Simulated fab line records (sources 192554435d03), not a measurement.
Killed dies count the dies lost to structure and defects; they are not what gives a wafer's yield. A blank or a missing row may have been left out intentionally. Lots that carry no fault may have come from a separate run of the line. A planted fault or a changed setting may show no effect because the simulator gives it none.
fab line records + flow n5_finfet
record
- lots=13
- wafers=35
- last_day=19
route steps=1938 shown STI_FIN_REVEAL@208 DUMMY_GATE@234 SD_EPI_N@262
lots untouched by any fault: they come from a run of this same line in which no faults occurred
start_h: hours from the record's opening day to when the first of the lot's shown wafers began + wait_h: hours from the lot's prior step to this one + " repeats the value in the row above + L1.1+2: one row covering several wafers at once + - either no value or no given start + * or withheld: withheld + < > ~ a bound
route shown NAME@n: a module of which the file shows steps, and the number in the route of the first + usual: the fault-free wafers' mean and standard deviation + same: alike in all rows + chamber/n: place in a boat + sites: per-site readings + _std_site: the values' standard deviation + _edge_site: inner sites' mean taken away from outer sites' mean + radius_mm: for every site, how far away it sits from the centre of the wafer + mask NAME#n: copy n + behind: the last tool/chamber to shape the wafer + hold: cause of the lot's hold/its duration in hours/its outcome + device: the transistor (n, p or np) that didn't switch + end of line: the route-end tests of the same wafers + a step without rows: its recipe alone + killed: not the wafer's yield, but the dies lost to structure and defects at the first sort + map: shows each die of a wafer: x if killed, . if not, _ if none is there
set.NAME: the setting that was run; set.NAME@STEP: the one run at that earlier step + model.NAME: the simulator's own value behind a step, which no gauge read
a sample of lots followed through the steps of the route, with each step as a table and each wafer as a row
services: a tool's chamber out of use, with start hour (start_h, from the record's first day; less than 0 if before it), hours out, and reason
## steps
# step N5_STI_FIN_REVEAL_FIN_H_MEAS_10
# usual
- trench_depth_nm=52.2/1
| lot.wafer | tool   | chamber | start_h | wait_h | trench_depth_nm |
|-----------|--------|---------|---------|--------|-----------------|
| L233.2    | ocd-02 | -       | 36.76   | 0.0    | 51.8            |
| L233.3    | "      | -       | "       | "      | 51.8            |
| L233.5    | "      | -       | "       | "      | 52.5            |
| L234.3    | ocd-02 | -       | 45.32   | 0.0    | 53.1            |
| L234.4    | "      | -       | "       | "      | 52.4            |
| L234.6    | "      | -       | "       | "      | 54.1            |
| L235.1    | ocd-01 | -       | 50.34   | 0.0    | 52.8            |
| L235.2    | "      | -       | "       | "      | 52.2            |
| L235.6    | "      | -       | "       | "      | 52.6            |
| L237.1    | ocd-02 | -       | 61.80   | 0.0    | 50.9            |
| L237.4    | "      | -       | "       | "      | 53.7            |
| L238.1    | ocd-01 | -       | 67.53   | 0.0    | 53.4            |
| L238.6    | "      | -       | "       | "      | 52.5            |
| L239.1    | ocd-02 | -       | 72.78   | 0.0    | 52.0            |
| L239.6    | "      | -       | "       | "      | 49.7            |
| L240.4    | ocd-01 | -       | 81.70   | 0.0    | 53.3            |
| L240.6    | "      | -       | "       | "      | 52.0            |
| L241.2    | ocd-02 | -       | 86.37   | 0.0    | 52.5            |
| L241.4    | "      | -       | "       | "      | 52.7            |
| L241.5    | "      | -       | "       | "      | 53.3            |
| L248.1    | ocd-02 | -       | 126.91  | 0.0    | 53.1            |
| L248.2    | "      | -       | "       | "      | 52.6            |
| L248.6    | "      | -       | "       | "      | 53.0            |
| L250.4    | ocd-02 | -       | 138.60  | 0.0    | 53.0            |
| L250.5    | "      | -       | "       | "      | 52.1            |
| L250.6    | "      | -       | "       | "      | 52.3            |
| L251.1    | ocd-02 | -       | 144.59  | 0.0    | 50.8            |
| L251.3    | "      | -       | "       | "      | 52.1            |
| L251.4    | "      | -       | "       | "      | 51.6            |
| L254.4    | ocd-01 | -       | 164.27  | 0.0    | 52.5            |
| L254.5    | "      | -       | "       | "      | 52.2            |
| L254.6    | "      | -       | "       | "      | 51.9            |
| L256.2    | ocd-01 | -       | 178.16  | 0.0    | 50.1            |
| L256.3    | "      | -       | "       | "      | 52.0            |
| L256.5    | "      | -       | "       | "      | 50.5            |
# step N5_DUMMY_GATE_DESCUM_20
# recipe
- chemistry=O2
- time_s=6.2
- source_power_w=50
- bias_power_w=20
- pressure_mtorr=20
- rf_frequency_hz=2.712e+07
- temp_c=40
- resist=CAR-EUV
- o2_flow_sccm=225
# usual
- drypump_motor_current_A=5.81/0.29
- oes_product_au=0.78/0.08
- rf_vpp_V=242.5/1.2
- showerhead_plenum_p_Torr=2.05/0.055
- throttle_valve_pct=20.44/0.19
| lot.wafer | tool        | chamber | start_h | wait_h | drypump_motor_current_A | oes_product_au | rf_hours_counter_h | rf_vpp_V | showerhead_plenum_p_Torr | throttle_valve_pct |
|-----------|-------------|---------|---------|--------|-------------------------|----------------|--------------------|----------|--------------------------|--------------------|
| L233.2    | rie_diel-03 | 1       | 48.24   | 0.0    | 5.96                    | 0.80           | 98                 | 243.6    | 2.09                     | 20.20              |
| L233.3    | "           | 2       | "       | "      | 6.09                    | 0.72           | 158                | 240.9    | 2.00                     | 20.32              |
| L233.5    | "           | 3       | "       | "      | 5.71                    | 0.80           | -                  | 241.8    | 2.01                     | 20.53              |
| L234.3    | rie_diel-06 | 1       | 54.01   | 0.0    | 5.64                    | 0.78           | 129                | 241.1    | 2.04                     | 20.47              |
| L234.4    | "           | 1       | "       | "      | 5.64                    | 0.78           | -                  | 241.7    | 2.04                     | 20.48              |
| L234.6    | "           | 3       | "       | "      | 5.86                    | 0.80           | -                  | 243.2    | 2.01                     | 20.23              |
| L235.1    | rie_diel-06 | 2       | 59.23   | 0.0    | 5.34                    | 0.70           | 221                | 241.4    | 2.01                     | 20.86              |
| L235.2    | "           | 1       | "       | "      | 5.66                    | 0.78           | 131                | 242.3    | 2.04                     | 20.49              |
| L235.6    | "           | 0       | "       | "      | 5.56                    | 0.96           | -                  | 242.2    | 2.06                     | 20.18              |
| L237.1    | rie_diel-03 | 1       | 70.77   | 0.1    | 5.96                    | 0.79           | 106                | 244.2    | 2.09                     | 20.22              |
| L237.4    | "           | 0       | "       | "      | 6.39                    | 0.68           | 237                | 242.7    | 2.08                     | 20.71              |
| L238.1    | rie_diel-06 | 3       | 76.36   | 0.0    | 5.88                    | 0.80           | 111                | 243.4    | 2.00                     | 20.24              |
| L238.6    | "           | 1       | "       | "      | 5.64                    | 0.77           | -                  | 242.5    | 2.03                     | 20.49              |
| L239.1    | rie_diel-03 | 0       | 81.56   | 0.0    | 6.41                    | 0.68           | 240                | 243.7    | 2.08                     | 20.73              |
| L239.6    | "           | 2       | "       | "      | 6.04                    | 0.72           | -                  | 240.9    | 2.00                     | 20.36              |
| L240.4    | rie_diel-05 | 3       | 91.83   | 0.1    | 5.91                    | 0.86           | -                  | 244.6    | 2.14                     | 20.60              |
| L240.6    | "           | 2       | "       | "      | 5.33                    | 0.75           | -                  | 242.4    | 2.06                     | 20.28              |
| L241.2    | rie_diel-06 | 2       | 95.20   | 0.0    | 5.34                    | 0.71           | 231                | 243.2    | 2.00                     | 20.88              |
| L241.4    | "           | 0       | "       | "      | 5.58                    | 0.92           | 13                 | 243.2    | 2.05                     | 20.20              |
| L241.5    | "           | 1       | "       | "      | 5.66                    | 0.77           | -                  | 243.2    | 2.03                     | 20.49              |
| L248.1    | rie_diel-05 | 2       | 135.61  | 0.0    | 5.33                    | 0.74           | 183                | 242.5    | 2.05                     | 20.28              |
| L248.2    | "           | 0       | "       | "      | 5.51                    | 1.03           | 1                  | 243.6    | 2.12                     | 20.47              |
| L248.6    | "           | 3       | "       | "      | 5.94                    | 0.84           | -                  | 245.7    | 2.14                     | 20.61              |
| L250.4    | rie_diel-05 | 3       | 147.32  | 0.0    | 5.97                    | 0.84           | 58                 | 242.9    | 2.13                     | 20.62              |
| L250.5    | "           | 1       | "       | "      | 5.76                    | 0.74           | -                  | 243.9    | 2.18                     | 20.41              |
| L250.6    | "           | 0       | "       | "      | 5.48                    | 1.01           | -                  | 244.8    | 2.12                     | 20.46              |
| L251.1    | rie_diel-03 | 0       | 153.30  | 0.0    | 6.44                    | 0.98           | 0                  | 241.7    | 2.07                     | 20.38              |
| L251.3    | "           | 3       | "       | "      | 5.70                    | 0.77           | 163                | 241.9    | 1.99                     | 20.58              |
| L251.4    | "           | 1       | "       | "      | 5.99                    | 0.77           | 133                | 243.9    | 2.08                     | 20.23              |
| L254.4    | rie_diel-06 | 2       | 175.10  | 0.1    | 5.34                    | 0.68           | -                  | 240.4    | 2.00                     | 20.91              |
| L254.5    | "           | 1       | "       | "      | 5.63                    | 0.76           | -                  | 241.5    | 2.02                     | 20.55              |
| L254.6    | "           | 0       | "       | "      | 5.57                    | 0.88           | -                  | 241.5    | 2.05                     | 20.21              |
| L256.2    | rie_diel-05 | 1       | 187.00  | 0.0    | 5.78                    | 0.73           | 161                | 244.1    | 2.18                     | 20.41              |
| L256.3    | "           | 0       | "       | "      | 5.50                    | 0.95           | 15                 | 243.7    | 2.11                     | 20.48              |
| L256.5    | "           | 2       | "       | "      | 5.33                    | 0.72           | -                  | 243.0    | 2.05                     | 20.29              |
# step N5_DUMMY_GATE_CD_MEAS_24
# recipe
- target_cd_nm=15
# usual
- cd_nm=15.1/0.49
| lot.wafer | tool      | chamber | start_h | wait_h | cd_nm |
|-----------|-----------|---------|---------|--------|-------|
| L233.2    | cd_sem-01 | -       | 49.11   | 0.1    | 14.8  |
| L233.3    | "         | -       | "       | "      | 14.4  |
| L233.5    | "         | -       | "       | "      | 15.2  |
| L234.3    | cd_sem-01 | -       | 54.90   | 0.1    | 14.9  |
| L234.4    | "         | -       | "       | "      | 14.6  |
| L234.6    | "         | -       | "       | "      | 14.7  |
| L235.1    | cd_sem-03 | -       | 60.31   | 0.1    | 15.8  |
| L235.2    | "         | -       | "       | "      | 15.0  |
| L235.6    | "         | -       | "       | "      | 14.2  |
| L237.1    | cd_sem-01 | -       | 71.65   | 0.1    | 14.9  |
| L237.4    | "         | -       | "       | "      | 14.8  |
| L238.1    | cd_sem-02 | -       | 77.34   | 0.1    | 14.2  |
| L238.6    | "         | -       | "       | "      | 14.9  |
| L239.1    | cd_sem-01 | -       | 82.43   | 0.1    | 14.7  |
| L239.6    | "         | -       | "       | "      | 14.8  |
| L240.4    | cd_sem-03 | -       | 92.68   | 0.1    | 15.4  |
| L240.6    | "         | -       | "       | "      | 15.0  |
| L241.2    | cd_sem-03 | -       | 96.15   | 0.1    | 15.4  |
| L241.4    | "         | -       | "       | "      | 14.9  |
| L241.5    | "         | -       | "       | "      | 14.9  |
| L248.1    | cd_sem-03 | -       | 136.48  | 0.1    | 14.0  |
| L248.2    | "         | -       | "       | "      | 15.1  |
| L248.6    | "         | -       | "       | "      | 15.2  |
| L250.4    | cd_sem-02 | -       | 148.20  | 0.1    | 15.4  |
| L250.5    | "         | -       | "       | "      | 15.2  |
| L250.6    | "         | -       | "       | "      | 14.7  |
| L251.1    | cd_sem-01 | -       | 154.17  | 0.1    | 15.0  |
| L251.3    | "         | -       | "       | "      | 15.8  |
| L251.4    | "         | -       | "       | "      | 14.6  |
| L254.4    | cd_sem-03 | -       | 175.95  | 0.1    | 15.7  |
| L254.5    | "         | -       | "       | "      | 15.7  |
| L254.6    | "         | -       | "       | "      | 14.9  |
| L256.2    | cd_sem-01 | -       | 187.87  | 0.1    | 15.0  |
| L256.3    | "         | -       | "       | "      | 15.3  |
| L256.5    | "         | -       | "       | "      | 14.8  |
# step N5_SD_EPI_N_COAT_32
# recipe
- resist=SOC
- temp_c=250
- time_s=60
- spin_rpm=1500
- resist_thk_nm=350
# usual
- chill_plate_temp_C=23.00/0.1
- heater_power_total_W=500.6/1.8
- run_length_s=66.27/0.27
| lot.wafer | tool           | chamber | start_h | wait_h | chill_plate_temp_C | heater_power_total_W | run_length_s |
|-----------|----------------|---------|---------|--------|--------------------|----------------------|--------------|
| L233.2    | litho_track-01 | 0       | 50.66   | 0.0    | 23.13              | 500.8                | 66.55        |
| L233.3    | "              | 0       | "       | "      | 22.79              | 499.0                | 66.49        |
| L233.5    | "              | 0       | "       | "      | 22.90              | 501.9                | 66.42        |
| L234.3    | litho_track-01 | 0       | 55.82   | 0.0    | 23.00              | 502.2                | 66.57        |
| L234.4    | "              | 0       | "       | "      | 22.88              | 503.1                | 66.75        |
| L234.6    | "              | 0       | "       | "      | 22.85              | 500.1                | 66.65        |
| L235.1    | litho_track-04 | 0       | 62.12   | 0.0    | 22.94              | 498.6                | 66.48        |
| L235.2    | "              | 0       | "       | "      | 23.09              | 501.5                | 66.45        |
| L235.6    | "              | 0       | "       | "      | 23.05              | 502.1                | 66.36        |
| L237.1    | litho_track-01 | 0       | 72.57   | 0.0    | 23.04              | 500.2                | 66.43        |
| L237.4    | "              | 0       | "       | "      | 22.90              | 498.0                | 66.47        |
| L238.1    | litho_track-04 | 0       | 78.38   | 0.0    | 22.80              | 501.5                | 66.29        |
| L238.6    | "              | 0       | "       | "      | 23.04              | 501.5                | 66.20        |
| L239.1    | litho_track-01 | 0       | 83.84   | 0.0    | 23.20              | 501.5                | 66.41        |
| L239.6    | "              | 0       | "       | "      | 23.16              | 498.1                | 66.54        |
| L240.4    | litho_track-02 | 0       | 94.04   | 0.0    | 22.79              | 502.6                | 65.89        |
| L240.6    | "              | 0       | "       | "      | 23.05              | 502.8                | 65.87        |
| L241.2    | litho_track-01 | 0       | 97.07   | 0.0    | 22.97              | 499.6                | 66.43        |
| L241.4    | "              | 0       | "       | "      | 22.90              | 499.8                | 66.60        |
| L241.5    | "              | 0       | "       | "      | 22.98              | 502.6                | 66.57        |
| L248.1    | litho_track-01 | 0       | 137.47  | 0.0    | 23.04              | 502.0                | 86.04        |
| L248.2    | "              | 0       | "       | "      | 23.29              | 499.6                | 85.91        |
| L248.6    | "              | 0       | "       | "      | 22.99              | 497.7                | 85.88        |
| L250.4    | litho_track-01 | 0       | 149.12  | 0.0    | 23.10              | 498.7                | 85.97        |
| L250.5    | "              | 0       | "       | "      | 23.06              | 503.2                | 85.82        |
| L250.6    | "              | 0       | "       | "      | 22.99              | 498.7                | 85.87        |
| L251.1    | litho_track-04 | 0       | 155.09  | 0.0    | 23.06              | 498.4                | 66.47        |
| L251.3    | "              | 0       | "       | "      | 22.98              | 497.6                | 66.29        |
| L251.4    | "              | 0       | "       | "      | 23.05              | 499.8                | 66.32        |
| L254.4    | litho_track-02 | 0       | 176.89  | 0.0    | 22.73              | 502.0                | 66.06        |
| L254.5    | "              | 0       | "       | "      | 22.90              | 497.2                | 66.10        |
| L254.6    | "              | 0       | "       | "      | 22.87              | 501.2                | 66.18        |
| L256.2    | litho_track-04 | 0       | 189.07  | 0.0    | 23.05              | 501.4                | 66.20        |
| L256.3    | "              | 0       | "       | "      | 23.03              | 498.8                | 66.17        |
| L256.5    | "              | 0       | "       | "      | 23.10              | 498.1                | 66.25        |
## services
| tool           | chamber | start_h | hours | kind                          |
|----------------|---------|---------|-------|-------------------------------|
| rie_diel-06    | 0       | 26.55   | -     | clean                         |
| rie_diel-06    | 0       | 26.55   | -     | consumable_replace:focus_ring |
| rie_diel-06    | 0       | 26.55   | 26.1  | scheduled_down                |
| rie_diel-06    | 0       | 26.55   | 26.1  | vent_cycle                    |
| rie_diel-06    | 2       | 42.27   | 12.2  | repair                        |
| rie_diel-05    | 2       | 75.18   | 5.8   | repair                        |
| rie_diel-05    | 0       | 87.02   | 11.6  | repair                        |
| rie_diel-06    | -       | 90.88   | 0.7   | repair                        |
| rie_diel-05    | 0       | 98.68   | -     | clean                         |
| rie_diel-05    | 0       | 98.68   | -     | consumable_replace:focus_ring |
| rie_diel-05    | 0       | 98.68   | 32.0  | scheduled_down                |
| rie_diel-05    | 0       | 98.68   | 32.0  | vent_cycle                    |
| rie_diel-03    | 0       | 116.90  | -     | clean                         |
| rie_diel-03    | 0       | 116.90  | -     | consumable_replace:esc        |
| rie_diel-03    | 0       | 116.90  | -     | consumable_replace:focus_ring |
| litho_track-04 | -       | 144.97  | -     | consumable_replace:filter     |
| rie_diel-03    | 1       | 154.43  | 5.8   | repair                        |
| rie_diel-06    | 3       | 165.87  | 11.5  | repair                        |
| rie_diel-06    | 2       | 182.28  | 6.3   | repair                        |
| rie_diel-06    | 2       | 188.79  | -     | clean                         |
| rie_diel-06    | 2       | 188.79  | -     | consumable_replace:focus_ring |
| rie_diel-06    | 2       | 188.79  | -     | consumable_replace:showerhead |
| rie_diel-06    | 2       | 188.79  | 20.9  | scheduled_down                |
| rie_diel-06    | 2       | 188.79  | 20.9  | vent_cycle                    |
## key
first_sign
- step=N5_SD_EPI_N_COAT_32
- reading=run_length_s
- direction=up
- sigmas=72
- usual=*
- struck=*
effect none on later readings
met_at N5_SD_EPI_N_COAT_32
struck_lots L248,L250
tester_left_out L248,L250
not_acting_at N5_STI_FIN_REVEAL_FIN_H_MEAS_10,N5_DUMMY_GATE_DESCUM_20,N5_DUMMY_GATE_CD_MEAS_24
onset_between 97.07 137.47
fault
- kind=process_parameter_drift
- tool=litho_track-01
- chamber=-
- onset_h=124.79
- steps=N5_SD_EPI_N_COAT_32
- channel=time_s
- offset=*
- shape=step
- end_h=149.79
- acts_in=*
- stated=*
# tester_left_out: of these lots the tester's yield and bins aren't shown, on N5 and GAA mostly nor the transistor test; their killed dies are dies lost to structure and defects alone, not to doping, threshold or leakage, so they don't give the yield
